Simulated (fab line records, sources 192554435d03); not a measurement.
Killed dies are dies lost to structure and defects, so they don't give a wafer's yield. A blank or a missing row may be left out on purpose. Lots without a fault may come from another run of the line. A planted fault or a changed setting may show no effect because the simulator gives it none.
Chamber matching | flow n5_finfet | N5_BEOL_M4_ETCH_77 on rie_diel-06: 4 sister chambers
The step etches underlayer in N2/H2, target depth 6.5 nm, time 5.2 s. 4 wafers are shown with their chamber, then 10 later ones without.

WAFERS WITH THEIR CHAMBER
wafer  | chamber | drypump_motor_current_A (A)
L080.2 | 2       | 5.4
L080.5 | 1       | 5.5
L086.1 | 0       | 6.5
L086.5 | 3       | 5.6

WAFERS WITHOUT THEIR CHAMBER
wafer  | drypump_motor_current_A (A)
L086.6 | 5.3
L087.1 | 5.5
L087.3 | 5.5
L087.6 | 5.5
L092.1 | 5.3
L092.4 | 5.5
L092.6 | 5.5
L095.3 | 6.5
L095.5 | 5.4
L095.6 | 5.6

WHICH CHAMBER EACH WENT THROUGH
wafer  | from the rows above | in truth
L086.6 | 2                   | 2
L087.1 | 1                   | 1
L087.3 | 1                   | 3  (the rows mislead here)
L087.6 | 1                   | 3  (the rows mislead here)
L092.1 | 2                   | 2
L092.4 | 1                   | 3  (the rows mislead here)
L092.6 | 1                   | 1
L095.3 | 0                   | 0
L095.5 | 2                   | 2
L095.6 | 3                   | 3
Placed correctly: 7 of 10. Can't be placed from these rows: 0. Placed wrongly: 3.
How it was worked out, from the rows above alone: a wafer's distance from a chamber is the root of the sum, over the readings, of the square of ((its reading less the chamber's mean) divided by the reading's scatter). The wafer belongs to the nearest chamber; if the next one is less than 2 further off, it can't be placed. A chamber's mean is the mean of its shown wafers. The scatter: with one shown wafer a chamber, the root of the mean of the squares of how far each hidden wafer lies from its nearest shown one.
